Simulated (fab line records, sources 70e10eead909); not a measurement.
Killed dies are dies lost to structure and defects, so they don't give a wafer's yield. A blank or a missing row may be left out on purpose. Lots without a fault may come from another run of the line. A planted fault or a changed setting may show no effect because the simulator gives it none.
Chamber matching | flow nand_harc | NHARC_A_STAIRCASE_ALD_415 on ald_hk-03: 4 sister chambers
The step deposits SiO2, target thk 30 nm, pulse time 6 s, ald cycles 300. 8 wafers are shown with their chamber, then 10 later ones without.

WAFERS WITH THEIR CHAMBER
wafer  | chamber | heater_power_w (W) | precursor_pulse_height_rel
L080.4 | 0       | 506                | 1.020
L086.3 | 3       | 533                | 0.970
L086.4 | 1       | 407                | 0.992
L086.6 | 1       | 419                | 0.977
L093.2 | 3       | 535                | 1.005
L093.6 | 2       | 489                | 1.013
L092.2 | 2       | 496                | 0.992
L092.5 | 0       | 508                | 1.025

WAFERS WITHOUT THEIR CHAMBER
wafer  | heater_power_w (W) | precursor_pulse_height_rel
L092.6 | 542                | 0.977
L096.4 | 503                | 0.998
L096.5 | 534                | 0.981
L096.6 | 507                | 1.018
L095.1 | 498                | 0.995
L095.2 | 516                | 0.990
L095.4 | 517                | 0.967
L097.1 | 531                | 1.011
L097.2 | 507                | 1.003
L097.5 | 415                | 0.976

WHICH CHAMBER EACH WENT THROUGH
wafer  | from the rows above          | in truth
L092.6 | 3                            | 3
L096.4 | can't be placed: 0 or 2      | 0
L096.5 | 3                            | 3
L096.6 | 0                            | 0
L095.1 | can't be placed: 2 or 0      | 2
L095.2 | can't be placed: 0 or 3 or 2 | 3
L095.4 | can't be placed: 3 or 0 or 2 | 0
L097.1 | 3                            | 3
L097.2 | can't be placed: 0 or 2      | 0
L097.5 | 1                            | 1
Placed correctly: 5 of 10. Can't be placed from these rows: 5 (the true chamber is among the candidates in 5). Placed wrongly: 0.
How it was worked out, from the rows above alone: a wafer's distance from a chamber is the root of the sum, over the readings, of the square of ((its reading less the chamber's mean) divided by the reading's scatter). The wafer belongs to the nearest chamber; if the next one is less than 2 further off, it can't be placed. A chamber's mean is the mean of its shown wafers. The scatter: the root of (the sum of the squares of (reading less its chamber's mean) over the shown wafers, divided by (wafers less chambers)).
